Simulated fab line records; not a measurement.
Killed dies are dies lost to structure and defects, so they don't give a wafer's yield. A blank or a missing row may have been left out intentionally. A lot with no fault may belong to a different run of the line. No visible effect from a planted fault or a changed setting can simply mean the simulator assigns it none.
fab line records	flow nand-harc
record: lots: 5	wafers: 15	last-day: 23
route steps=1159 shown P_STI@76 P_GATE@110 P_CONTACT@235 END@1159
lots that met no fault: from a run of the same line without faults
start-h: start of the lot's first displayed wafer, in hours after the record's first day	wait-h: hours elapsed since this lot's preceding step	" same as the row above	L1.1+2: several wafers, shown together as one row	- no value, or no start was given	* or withheld: withheld	< > ~ a bound
route shown NAME@n: NAME is a module with steps in the file, n the number in the route of the first one	usual: mean/standard deviation taken from wafers without a fault	same: alike in all rows	chamber/n: place in a boat	sites: readings site by site	_std_site: the values' standard deviation	_edge_site: the outer-site mean with the inner-site mean subtracted	radius-mm: how far each site lies from the wafer's centre	mask NAME#n: copy n	behind: the most recent tool/chamber to have shaped the wafer	hold: cause of the lot's hold/its duration in hours/its outcome	device: which transistor (n, p or np) failed to switch	end of line: at the end of the route, the tests of the same wafers	step lacking rows: just its recipe	killed: the dies lost at the first sort to structure and to defects; this is not the yield of the wafer	map: a wafer's dies, marking killed ones x, the rest . and places with no die _
set.NAME: the setting the step ran with; set.NAME@STEP: the setting that earlier step ran with	model.NAME: the simulator's own value behind a step, which no gauge read
lots seen at some steps along the route; tables by step, rows by wafer
services: a tool's chamber out of use, with start hour (start-h, from the record's first day; less than 0 if before it), hours out, and reason
== steps ==
step: NHARC_P_STI_COAT_41
recipe: temp-c: 200	time-s: 65
step: NHARC_P_STI_COAT_03
recipe: spin-rpm: 2000	resist-thk-nm: 600
step: NHARC_P_STI_SOFTBAKE_04
recipe: temp-c: 125	time-s: 70
step: NHARC_P_STI_EBR_05
step: NHARC_P_STI_EXPOSE_06
recipe: na: 0.55	target-cd-nm: 200	dose-mj: 37.69	mask-id: P_STI
step: NHARC_P_STI_PEB_07
recipe: peb-temp-c: 128	peb-time-s: 80
step: NHARC_P_STI_DEVELOP_08
recipe: time-s: 50	dev-temp-c: 22
step: NHARC_P_STI_CD_MEAS_09
recipe: target-cd-nm: 200	landing-energy-ev: 500
usual: cd-nm: 200.1/2.2
lot.wafer	tool	chamber	start-h	wait-h	cd-nm
L979.1	cd-sem-03	0	46.12	-	202.4
L979.4	"	0	"	"	199.6
L979.6	"	0	"	"	198.1
L981.1	cd-sem-03	0	52.58	-	201.0
L981.4	"	0	"	"	199.4
L981.6	"	0	"	"	202.5
L984.1	cd-sem-02	0	67.53	-	203.0
L984.3	"	0	"	"	202.3
L984.4	"	0	"	"	201.1
L991.2	cd-sem-02	0	115.77	-	197.7
L991.4	"	0	"	"	201.0
L991.5	"	0	"	"	198.9
L995.1	cd-sem-02	0	139.86	-	200.2
L995.4	"	0	"	"	203.0
L995.5	"	0	"	"	199.0
step: NHARC_P_STI_OVL_MEAS_10
usual: overlay-x-nm: 1/4.9	overlay-y-nm: 0/4.2
lot.wafer	tool	chamber	start-h	wait-h	overlay-x-nm	overlay-y-nm
L979.1	overlay-02	-	46.21	-	-3	-4
L979.4	"	-	"	"	-2	-4
L979.6	"	-	"	"	-3	-5
L981.1	overlay-02	-	52.67	-	1	-8
L981.4	"	-	"	"	1	-7
L981.6	"	-	"	"	0	-7
L984.1	overlay-01	-	67.62	-	-11	-1
L984.3	"	-	"	"	-11	0
L984.4	"	-	"	"	-11	-1
L991.2	overlay-01	-	115.87	-	0	3
L991.4	"	-	"	"	1	2
L991.5	"	-	"	"	1	3
L995.1	overlay-02	-	139.95	-	4	3
L995.4	"	-	"	"	4	3
L995.5	"	-	"	"	4	4
step: NHARC_P_STI_INSPECT_11
usual: raw-defect-count: 5.6/2.7
lot.wafer	tool	chamber	start-h	wait-h	raw-defect-count
L979.1	defect-inspect-02	-	46.25	0.0	5
L979.4	"	-	"	"	3
L979.6	"	-	"	"	7
L981.1	defect-inspect-01	-	52.71	0.0	6
L981.4	"	-	"	"	10
L981.6	"	-	"	"	5
L984.1	defect-inspect-01	-	67.66	0.0	13
L984.3	"	-	"	"	1
L984.4	"	-	"	"	3
L991.2	defect-inspect-02	-	115.91	0.0	8
L991.4	"	-	"	"	10
L991.5	"	-	"	"	9
L995.1	defect-inspect-01	-	139.99	0.0	4
L995.4	"	-	"	"	6
L995.5	"	-	"	"	5
step: NHARC_P_STI_HARDBAKE_13
recipe: temp-c: 118	time-s: 65
step: NHARC_P_STI_DESCUM_14
recipe: time-s: 3	o2-flow-sccm: 200	ar-flow-sccm: 0	bias-power-w: 0	chemistry: O2
usual: drypump-motor-current-A: 5.7/0.47	oes-product-au: 1.001/0.01	rf-vpp-V: 57.7/0.8	showerhead-plenum-p-Torr: 1.92/0.078	throttle-valve-pct: 11.311/0.0091
lot.wafer	tool	chamber	start-h	wait-h	drypump-motor-current-A	oes-product-au	rf-hours-counter-h	rf-vpp-V	showerhead-plenum-p-Torr	throttle-valve-pct
L979.4	rie-diel-01	3	46.38	-	5.9	0.986	6	57.9	1.89	11.306
L979.1	"	0	"	"	6.7	0.996	7	57.8	1.97	11.305
L979.6	"	0	"	"	6.7	1.006	-	57.8	1.97	11.314
L981.1	rie-diel-11	0	52.86	-	5.2	1.024	1	56.2	2.01	11.317
L981.4	"	1	"	"	5.6	0.992	1	58.0	2.05	11.291
L981.6	"	3	"	"	5.0	1.003	-	57.6	1.86	11.316
L984.4	rie-diel-05	1	67.79	-	6.0	0.985	2	58.0	1.83	11.298
L984.1	"	2	"	"	5.3	0.987	2	58.3	1.97	11.314
L984.3	"	3	"	"	6.0	0.997	2	59.3	1.95	11.321
L991.2	rie-diel-11	2	116.04	-	5.5	1.009	3	57.5	1.79	11.308
L991.4	"	0	"	"	5.2	1.021	4	58.8	2.01	11.308
L991.5	"	2	"	"	5.5	1.006	-	56.8	1.79	11.319
L995.1	rie-diel-05	1	140.12	-	6.0	0.999	4	57.8	1.83	11.306
L995.4	"	3	"	"	6.0	1.015	4	59.0	1.95	11.313
L995.5	"	2	"	"	5.3	0.976	-	58.3	1.97	11.325
step: NHARC_P_STI_ETCH_42
recipe: target-depth-a: 800	overetch-a: 240	time-s: 61	ion-energy-ev: 200	n2-flow-sccm: 150	h2-flow-sccm: 150	ar-flow-sccm: 0	rf-w: 400	bias-w: 150	chemistry: N2/H2
usual: bias-w: 150.0/0.47	drypump-motor-current-A: 5.7/0.48	oes-product-au: 1.000/0.01	rf-vpp-V: 430.8/2.4	showerhead-plenum-p-Torr: 2.05/0.083	throttle-valve-pct: 14.170/0.0091
lot.wafer	tool	chamber	start-h	wait-h	bias-w	drypump-motor-current-A	oes-product-au	rf-hours-counter-h	rf-vpp-V	showerhead-plenum-p-Torr	throttle-valve-pct
L979.1	rie-diel-01	2	46.48	0.1	150.3	6.2	1.004	7	428.4	1.96	14.166
L979.4	"	3	"	"	149.5	5.9	0.992	6	430.4	2.02	14.180
L979.6	"	1	"	"	150.3	6.2	0.983	-	429.4	2.01	14.192
L981.1	rie-diel-11	0	52.94	0.1	150.4	5.3	1.026	1	432.6	2.14	14.178
L981.4	"	1	"	"	150.2	5.6	1.012	1	434.3	2.19	14.167
L981.6	"	3	"	"	149.6	5.0	1.001	-	428.4	1.99	14.161
L984.3	rie-diel-05	0	67.88	0.1	149.5	5.5	0.986	2	430.9	2.10	14.192
L984.1	"	1	"	"	149.1	6.0	0.999	2	429.7	1.95	14.158
L984.4	"	3	"	"	149.9	6.0	0.996	2	432.0	2.08	14.155
L991.2	rie-diel-11	0	116.13	0.1	150.5	5.2	1.016	4	433.3	2.14	14.163
L991.4	"	2	"	"	149.8	5.5	0.997	3	426.5	1.91	14.151
L991.5	"	0	"	"	150.6	5.3	1.018	-	433.1	2.14	14.171
L995.1	rie-diel-05	0	140.21	0.1	149.9	5.5	1.014	4	432.1	2.09	14.175
L995.4	"	3	"	"	149.8	6.0	1.012	4	430.9	2.08	14.172
L995.5	"	1	"	"	150.3	6.0	1.007	-	428.0	1.95	14.173
step: NHARC_P_STI_ETCH_31
recipe: target-depth-a: 1089	time-s: 54.5	cf4-flow-sccm: 100	chf3-flow-sccm: 30	ar-flow-sccm: 0	rf-w: 500	bias-w: 200	chemistry: CF4/CHF3
usual: bias-w: 200.0/0.59	chf3-flow-sccm: 29.98/0.086	drypump-motor-current-A: 5.7/0.47	oes-product-au: 0.962/0.018	rf-vpp-V: 370.9/2	showerhead-plenum-p-Torr: 1.58/0.058	throttle-valve-pct: 16.804/0.0086
lot.wafer	tool	chamber	start-h	wait-h	bias-w	chf3-flow-sccm	drypump-motor-current-A	oes-product-au	rf-hours-counter-h	rf-vpp-V	showerhead-plenum-p-Torr	throttle-valve-pct
L979.1	rie-diel-01	2	-	-	200.8	30.01	6.1	0.945	7	368.6	1.52	16.811
L979.4	"	0	"	"	199.0	30.13	6.7	0.935	7	371.7	1.62	16.808
L979.6	"	1	"	"	200.3	30.05	6.2	0.922	-	369.8	1.55	16.811
L981.1	rie-diel-11	3	-	-	200.5	29.88	5.0	0.949	1	370.1	1.54	16.802
L981.4	"	2	"	"	200.6	29.97	5.5	0.964	1	368.4	1.48	16.802
L981.6	"	0	"	"	200.3	30.00	5.2	0.974	-	374.6	1.65	16.798
L984.1	rie-diel-05	1	-	-	199.1	30.02	6.0	0.940	2	367.7	1.51	16.810
L984.3	"	2	"	"	199.3	30.04	5.3	0.937	2	370.7	1.62	16.797
L984.4	"	3	"	"	200.0	30.03	6.0	0.962	2	371.6	1.60	16.795
L991.4	rie-diel-11	1	-	-	199.5	29.84	5.6	0.979	4	374.2	1.68	16.794
L991.2	"	3	"	"	199.8	30.01	5.0	0.968	3	369.2	1.54	16.798
L991.5	"	1	"	"	199.8	29.93	5.6	0.977	-	373.8	1.68	16.813
L995.4	rie-diel-05	3	-	-	200.1	30.01	6.0	0.970	4	371.8	1.60	16.791
L995.1	"	1	"	"	199.9	30.09	6.0	0.953	4	368.8	1.51	16.794
L995.5	"	2	"	"	200.6	29.89	5.3	0.937	-	372.1	1.62	16.810
step: NHARC_P_STI_ETCH_15
recipe: target-depth-a: 3000	taper-deg: 4	time-s: 100.1	hbr-flow-sccm: 150	cl2-flow-sccm: 50	rf-w: 400	icp-w: 400	bias-w: 100	chemistry: HBr/Cl2
usual: bias-w: 99.98/0.3	drypump-motor-current-A: 5.9/0.61	oes-product-au: 0.999/0.0096	throttle-valve-pct: 26.406/0.0099
lot.wafer	tool	chamber	start-h	wait-h	bias-w	drypump-motor-current-A	oes-product-au	rf-hours-counter-h	throttle-valve-pct
L979.1	rie-si-04	3	46.68	-	99.88	5.5	0.988	0.8	26.392
L979.4	"	0	"	"	100.10	5.0	1.012	0.9	26.407
L979.6	"	3	"	"	99.37	5.5	0.984	-	26.414
L981.4	rie-si-02	0	53.12	-	99.55	5.3	1.000	0.1	26.413
L981.1	"	3	"	"	99.83	5.9	0.990	0.1	26.410
L981.6	"	1	"	"	99.53	5.1	0.995	-	26.425
L984.4	rie-si-02	1	68.08	-	100.20	5.1	0.996	0.3	26.411
L984.3	"	2	"	"	100.05	6.2	0.992	0.1	26.390
L984.1	"	3	"	"	99.92	5.9	0.985	0.1	26.405
L991.4	rie-si-02	2	116.33	-	99.91	6.2	0.994	0.5	26.418
L991.2	"	3	"	"	99.83	5.9	0.991	0.4	26.416
L991.5	"	1	"	"	99.29	5.1	1.001	-	26.402
L995.1	rie-si-04	2	140.40	-	99.95	6.3	1.009	0.2	26.406
L995.4	"	1	"	"	100.33	5.9	1.002	0.2	26.417
L995.5	"	3	"	"	99.77	5.5	0.986	-	26.400
step: NHARC_P_STI_CD_MEAS_16
usual: cd-nm: 199.7/2.4
lot.wafer	tool	chamber	start-h	wait-h	cd-nm
L979.1	cd-sem-03	-	46.83	-	201.2
L979.4	"	-	"	"	198.8
L979.6	"	-	"	"	197.2
L981.1	cd-sem-01	-	53.28	-	200.6
L981.4	"	-	"	"	197.2
L981.6	"	-	"	"	203.1
L984.1	cd-sem-01	-	68.23	-	203.4
L984.3	"	-	"	"	202.4
L984.4	"	-	"	"	199.7
L991.2	cd-sem-01	-	116.48	-	196.1
L991.4	"	-	"	"	203.0
L991.5	"	-	"	"	196.3
L995.1	cd-sem-02	-	140.56	-	199.8
L995.4	"	-	"	"	201.4
L995.5	"	-	"	"	198.7
step: NHARC_P_STI_OCD_MEAS_17
usual: trench-depth-nm: 300/4.1	trench-foot-cd-nm: 158.1/2.4
lot.wafer	tool	chamber	start-h	wait-h	trench-depth-nm	trench-foot-cd-nm
L979.1	ocd-01	-	46.91	0.1	291	161.7
L979.4	"	-	"	"	305	157.3
L979.6	"	-	"	"	292	157.7
L981.1	ocd-01	-	53.37	0.1	297	159.9
L981.4	"	-	"	"	302	156.8
L981.6	"	-	"	"	301	160.3
L984.1	ocd-02	-	68.32	0.1	297	161.9
L984.3	"	-	"	"	296	160.7
L984.4	"	-	"	"	299	158.7
L991.2	ocd-02	-	116.57	0.1	299	155.7
L991.4	"	-	"	"	297	159.6
L991.5	"	-	"	"	301	156.1
L995.1	ocd-02	-	140.66	0.1	301	157.7
L995.4	"	-	"	"	300	161.1
L995.5	"	-	"	"	291	157.8
step: NHARC_P_STI_STRIP_19
recipe: time-s: 900	temp-c: 130	chemistry: SPM
step: NHARC_P_STI_PRECLEAN_32
recipe: time-s: *	temp-c: 50	bath-age-min: 0	chemistry: SC1
step: NHARC_P_STI_SRD_23
step: NHARC_P_STI_OCD_MEAS_43
usual: trench-depth-nm: 300/4.1	trench-foot-cd-nm: 158.1/2.3
lot.wafer	tool	chamber	start-h	wait-h	trench-depth-nm	trench-foot-cd-nm
L979.1	ocd-01	-	47.42	-	292	161.3
L979.4	"	-	"	"	304	157.2
L979.6	"	-	"	"	292	157.2
L981.1	ocd-02	-	53.87	-	297	159.6
L981.4	"	-	"	"	302	157.0
L981.6	"	-	"	"	301	160.5
L984.1	ocd-02	-	68.82	-	298	160.9
L984.3	"	-	"	"	297	160.7
L984.4	"	-	"	"	300	158.8
L991.2	ocd-02	-	117.08	-	299	156.1
L991.4	"	-	"	"	297	159.9
L991.5	"	-	"	"	301	156.4
L995.1	ocd-02	-	141.18	-	300	158.0
L995.4	"	-	"	"	301	160.9
L995.5	"	-	"	"	291	158.0
step: NHARC_P_STI_OXIDE_33
recipe: target-thk-a: 100	temp-c: 1000	ox-time-s: 281	material: SiO2
step: NHARC_P_STI_HDPCVD_20
recipe: target-thk-a: withheld	sigma-open-frac: withheld	material: SiO2
step: NHARC_P_STI_ANNEAL_34
recipe: temp-c: 1000	time-s: 1800
step: NHARC_P_STI_CMP_21
recipe: t-overpolish-s: 20	target-thk-nm: 380.67
usual: motor-current-A: 12.0/1.2	overpolish-run-s: 20.000/0.01	pad-life-wafers: 240/130	retaining-ring-pressure-frac: 1.000/0.0055
lot.wafer	tool	chamber	start-h	wait-h	motor-current-A	overpolish-run-s	pad-life-wafers	retaining-ring-pressure-frac
L979.1	cmp-04	2	65.78	0.4	10.2	19.993	230	1.004
L979.4	"	3	"	"	11.6	19.987	231	1.006
L979.6	"	0	"	"	12.1	20.007	-	1.002
L981.4	cmp-03	3	73.94	0.4	12.5	20.013	49	0.995
L981.1	"	0	"	"	14.0	19.998	50	0.995
L981.6	"	2	"	"	12.3	19.991	-	0.999
L984.1	cmp-04	1	87.60	0.4	11.7	19.997	325	0.995
L984.4	"	2	"	"	10.4	19.998	326	0.999
L984.3	"	3	"	"	12.5	20.006	327	1.004
L991.4	cmp-04	3	137.02	0.4	12.0	20.019	128	0.994
L991.2	"	0	"	"	12.4	20.002	129	0.999
L991.5	"	2	"	"	10.5	20.008	-	0.993
L995.1	cmp-02	1	158.90	0.4	11.7	20.010	180	1.011
L995.4	"	3	"	"	11.3	19.980	182	1.000
L995.5	"	2	"	"	13.6	20.004	-	1.005
step: NHARC_P_STI_SRD_35
step: NHARC_P_STI_ETCH_36
recipe: target-depth-a: 388	chemistry: dHF	material: SiO2
step: NHARC_P_STI_STRIP_24
recipe: temp-c: 160	chemistry: H3PO4	material: Si3N4
step: NHARC_P_STI_ETCH_37
recipe: target-depth-a: 110	chemistry: dHF	material: SiO2
step: NHARC_P_STI_PRECLEAN_38
recipe: time-s: *	temp-c: 50	bath-age-min: 0	chemistry: SC1
step: NHARC_P_STI_SRD_39
step: NHARC_P_STI_OXIDE_40
recipe: target-thk-a: 100	temp-c: 900	ox-time-s: 1362	material: SiO2
step: NHARC_P_GATE_ETCH_69
recipe: target-depth-a: 140	chemistry: dHF	material: SiO2
step: NHARC_P_GATE_PRECLEAN_70
recipe: time-s: *	temp-c: 50	bath-age-min: 0	chemistry: SC1
step: NHARC_P_GATE_SRD_01
step: NHARC_P_GATE_OXIDE_02
recipe: target-thk-a: 375	temp-c: 950	p-h2o-torr: 720	ox-time-s: 365	material: SiO2
step: NHARC_P_GATE_DEHYDRATE_03
recipe: temp-c: 150	time-s: 120
step: NHARC_P_GATE_HMDS_04
recipe: time-s: 30
step: NHARC_P_GATE_COAT_05
recipe: spin-rpm: 4690
step: NHARC_P_GATE_SOFTBAKE_06
recipe: temp-c: 122	time-s: 95
step: NHARC_P_CONTACT_DESCUM_17
recipe: time-s: 3	o2-flow-sccm: 200	ar-flow-sccm: 0	bias-power-w: 0	chemistry: O2
usual: drypump-motor-current-A: 5.8/0.46	oes-product-au: 1.000/0.0087	rf-vpp-V: 57.6/0.85	showerhead-plenum-p-Torr: 1.88/0.084	throttle-valve-pct: 11.312/0.0091
lot.wafer	tool	chamber	start-h	wait-h	drypump-motor-current-A	oes-product-au	rf-hours-counter-h	rf-vpp-V	showerhead-plenum-p-Torr	throttle-valve-pct	model.P_CONTACT.cd-nm
L979.1	rie-diel-13	3	120.96	0.1	5.8	1.026	6	55.8	1.79	11.325	90.26
L979.4	"	1	"	"	5.4	1.005	-	58.3	1.95	11.323	90.88
L979.6	"	3	"	"	5.8	1.018	-	56.9	1.79	11.325	89.81
L981.4	rie-diel-13	0	129.65	0.1	5.3	1.005	8	57.5	2.00	11.323	88.91
L981.1	"	1	"	"	5.4	0.996	7	57.5	1.95	11.311	90.47
L981.6	"	2	"	"	5.5	0.998	-	57.6	1.80	11.317	89.51
L984.3	rie-diel-04	0	139.87	0.1	5.9	0.994	2	59.2	2.03	11.299	90.53
L984.4	"	1	"	"	5.1	1.004	3	58.5	1.87	11.322	89.03
L984.1	"	2	"	"	5.7	1.006	3	56.7	1.79	11.305	89.93
L991.2	rie-diel-13	2	188.41	0.1	5.5	0.992	27	57.6	1.79	11.298	90.79
L991.4	"	0	"	"	5.3	1.000	27	57.9	1.99	11.319	91.65
L991.5	"	2	"	"	5.5	0.996	-	57.5	1.79	11.317	91.3
L995.1	rie-diel-08	3	212.96	0.1	5.9	0.987	7	56.7	1.83	11.294	90.07
L995.4	"	0	"	"	5.8	1.006	8	58.6	1.97	11.330	90.56
L995.5	"	1	"	"	6.8	0.980	-	57.0	1.85	11.314	90.46
step: NHARC_P_CONTACT_ETCH_35
recipe: target-depth-a: 390	over-etch-frac: 0.3	time-s: 65	ion-energy-ev: 80	cf4-flow-sccm: 150	ar-flow-sccm: 0	rf-w: 300	bias-w: 100	chemistry: CF4
usual: bias-w: 100.0/0.32	drypump-motor-current-A: 5.8/0.44	oes-product-au: 0.999/0.0083	rf-vpp-V: 151.0/1.2	showerhead-plenum-p-Torr: 1.74/0.073	throttle-valve-pct: 13.284/0.0089
lot.wafer	tool	chamber	start-h	wait-h	bias-w	drypump-motor-current-A	oes-product-au	rf-hours-counter-h	rf-vpp-V	showerhead-plenum-p-Torr	throttle-valve-pct	model.P_CONTACT.cd-nm
L979.1	rie-diel-13	1	121.05	0.1	100.1	5.4	1.007	5	151.8	1.80	13.275	90.67
L979.6	"	0	"	"	100.0	5.3	0.998	-	151.7	1.84	13.277	89.82
L979.4	"	1	"	"	100.1	5.4	0.999	-	152.1	1.80	13.293	91.03
L981.4	rie-diel-13	0	129.73	0.1	100.1	5.3	0.993	8	152.2	1.84	13.291	89.12
L981.1	"	1	"	"	100.5	5.4	1.003	7	151.0	1.80	13.280	90.78
L981.6	"	2	"	"	100.6	5.5	0.995	-	148.6	1.67	13.280	89.61
L984.1	rie-diel-04	2	139.96	0.1	99.9	5.7	0.997	3	151.1	1.66	13.283	89.87
L984.4	"	0	"	"	100.3	5.9	1.002	2	151.8	1.87	13.286	88.92
L984.3	"	1	"	"	99.8	5.1	0.997	3	151.3	1.73	13.286	90.59
L991.2	rie-diel-13	2	188.51	0.1	100.2	5.5	1.008	27	149.5	1.67	13.284	90.77
L991.4	"	3	"	"	99.8	5.8	1.010	29	150.0	1.66	13.300	91.72
L991.5	"	1	"	"	99.8	5.4	1.009	-	152.2	1.80	13.295	91.23
L995.4	rie-diel-08	3	213.03	0.1	100.1	5.9	0.987	7	150.5	1.70	13.277	90.41
L995.1	"	1	"	"	99.9	6.8	0.988	8	151.4	1.72	13.299	90.1
L995.5	"	0	"	"	100.1	5.8	0.984	-	152.5	1.82	13.280	90.88
step: NHARC_END_SORT_01
recipe: temp-c: 25
usual: killed-at-array: 21/8.9	killed-at-other: 0.8/1.3	killed-at-periphery: 3.6/2.4	killed-dies: 26/8.9	killed-open: 3.1/1.8	killed-short: 1.9/1.3
same: gross-dies: 677
lot.wafer	tool	chamber	start-h	wait-h	killed-at-array	killed-at-other	killed-at-periphery	killed-dies	killed-open	killed-short
L991.4	prober-01	0	525.94	3.4	27	0	105	132	4	2
killed by level:class
L991.4 P_STI:unspecified=97 A_CHANNEL_HOLE_D1:chamber-film-flake=18 A_SLIT:chamber-film-flake=6 P_ZERO_WELL:chamber-film-flake=3 P_CONTACT:geometric-particle:open=1 P_M0:geometric-particle:open=1 P_M2:geometric-particle:short=1 A_ONON_D1:geometric-particle:open=1
map L991.4 (x killed, . not)
____________.____________
_________...xxxx_________
_______.....xx...._______
______.............______
_____..............._____
____.................____
____...x.............____
___...x...............___
___...................___
__......x..............__
__...xx................__
_.......x..............._
_....xxx................_
_....x.x................_
_.....x................._
_.....xx................_
.....x..x................
......x.x................
..x.x...xx............x..
.x....x................x.
........x................
_......................._
_..........x............_
_......x.......x.....x.._
_.......xxxxxx.........._
_......xxxxxxx.........._
__....xxxxxxxxx........__
__....xxxxxxxxx........__
___...xxxxxxxxxx......___
___...xxxxxxxxx.......___
____...xxxxxxxxx.....____
____...xxxxxxxx......____
_____x..xxxxxxxx...._____
______xxxxxxxx.....______
_______xxxxxx....._______
_________xxxxx.._________
____________.____________
map L981.4 (x killed, . not)
____________.____________
_________......._________
_______...x......._______
______..xxx........______
_____...xx........x._____
____.xxxx.x..........____
____.xx..x...........____
___.....x.............___
___...................___
__.....................__
__....x................__
_x......................_
_...............x......._
_....x................x._
_......................._
_......................._
......x..................
.........................
.........................
........x......x.........
........................x
_......................._
_......................._
_......x..............x._
_....x..x.x............._
_......................._
__...x.................__
__....................x__
___...................___
___x.x................___
____.................____
____...x..x..........____
_____..............._____
______..x...xx..x..______
_______...x...x..._______
_________xx....._________
____________.____________
== services ==
tool	chamber	start-h	hours	kind
rie-diel-11	3	24.12	13.9	repair
rie-si-02	-	34.00	9.0	pm
cmp-04	-	40.91	5.3	repair
rie-diel-01	3	74.66	7.0	repair
rie-diel-01	0	85.02	2.9	repair
rie-diel-05	2	90.17	11.4	repair
rie-diel-11	2	96.36	15.9	repair
rie-diel-13	-	99.00	9.0	pm
cmp-04	-	105.00	4.0	pm
rie-diel-13	2	119.04	3.8	repair
rie-si-02	0	125.94	10.1	repair
rie-diel-01	-	137.80	9.0	pm
rie-diel-05	0	141.97	6.7	repair
rie-diel-13	1	144.18	5.4	repair
rie-diel-01	2	148.10	34.4	repair
rie-si-02	1	152.28	53.6	repair
rie-diel-05	0	162.79	7.2	repair
rie-diel-05	-	163.60	9.0	pm
rie-diel-13	1	165.26	10.3	repair
rie-diel-01	-	171.93	0.1	repair
rie-diel-01	0	186.16	2.2	repair
rie-diel-11	-	189.50	9.0	pm
cmp-04	-	203.00	4.0	pm
rie-si-02	-	211.00	9.0	pm
== key ==
first-sign: step: NHARC_END_SORT_01	reading: killed-at-periphery	direction: up	sigmas: 42	usual: 3.6	struck: 105
effect: step: NHARC_END_SORT_01	reading: killed-dies	direction: up	sigmas: 12	usual: 26	struck: 132
model-effect: step: NHARC_P_CONTACT_DESCUM_17	value: P_CONTACT.cd-nm	without: 90.26	struck: 91.65
model-effect: step: NHARC_P_CONTACT_ETCH_35	value: P_CONTACT.cd-nm	without: 90.34	struck: 91.72
more-kills-born-at: NHARC_P_STI_ETCH_42@rie-diel-11: 97
met-at NHARC_P_STI_ETCH_42
struck-wafers L991.4
tester-left-out L991
loop-trim: step: NHARC_P_CONTACT_EXPOSE_09	setting: dose	lots: L991
fault: kind: chamber-particle-source	tool: rie-diel-11	chamber: 2	onset-h: 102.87	steps: NHARC_P_STI_ETCH_42	rate-per-visit-cm2: 1.4222	end-h: 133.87
tester-left-out: of these lots the tester's yield and bins aren't shown, on N5 and GAA mostly nor the transistor test; their killed dies are dies lost to structure and defects alone, not to doping, threshold or leakage, so they don't give the yield
loop-trim: a control loop set the setting to another value than it would have without faults
